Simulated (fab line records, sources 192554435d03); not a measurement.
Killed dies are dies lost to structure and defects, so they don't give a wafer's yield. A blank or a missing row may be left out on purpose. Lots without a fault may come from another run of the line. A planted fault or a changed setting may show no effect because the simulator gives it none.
Chamber matching | flow n5_finfet | N5_MOL_CONTACT_COAG_ETCH_106 on rie_diel-01: 4 sister chambers
The step etches SOC in N2/H2, target depth 80 nm, overetch 16 nm, time 120 s. 4 wafers are shown with their chamber, then 12 later ones without.

WAFERS WITH THEIR CHAMBER
wafer  | chamber | showerhead_plenum_p_Torr (Torr)
L089.3 | 0       | 2.43
L089.5 | 3       | 2.32
L090.4 | 1       | 2.50
L090.6 | 2       | 2.62

WAFERS WITHOUT THEIR CHAMBER
wafer  | showerhead_plenum_p_Torr (Torr)
L092.1 | 2.49
L092.2 | 2.43
L092.4 | 2.32
L093.2 | 2.43
L093.4 | 2.31
L093.6 | 2.49
L094.1 | 2.43
L094.3 | 2.62
L094.4 | 2.31
L097.1 | 2.31
L097.5 | 2.31
L097.6 | 2.62

WHICH CHAMBER EACH WENT THROUGH
wafer  | from the rows above | in truth
L092.1 | 1                   | 1
L092.2 | 0                   | 0
L092.4 | 3                   | 3
L093.2 | 0                   | 0
L093.4 | 3                   | 3
L093.6 | 1                   | 1
L094.1 | 0                   | 0
L094.3 | 2                   | 2
L094.4 | 3                   | 3
L097.1 | 3                   | 3
L097.5 | 3                   | 3
L097.6 | 2                   | 2
Placed correctly: 12 of 12. Can't be placed from these rows: 0. Placed wrongly: 0.
How it was worked out, from the rows above alone: a wafer's distance from a chamber is the root of the sum, over the readings, of the square of ((its reading less the chamber's mean) divided by the reading's scatter). The wafer belongs to the nearest chamber; if the next one is less than 2 further off, it can't be placed. A chamber's mean is the mean of its shown wafers. The scatter: with one shown wafer a chamber, the root of the mean of the squares of how far each hidden wafer lies from its nearest shown one.
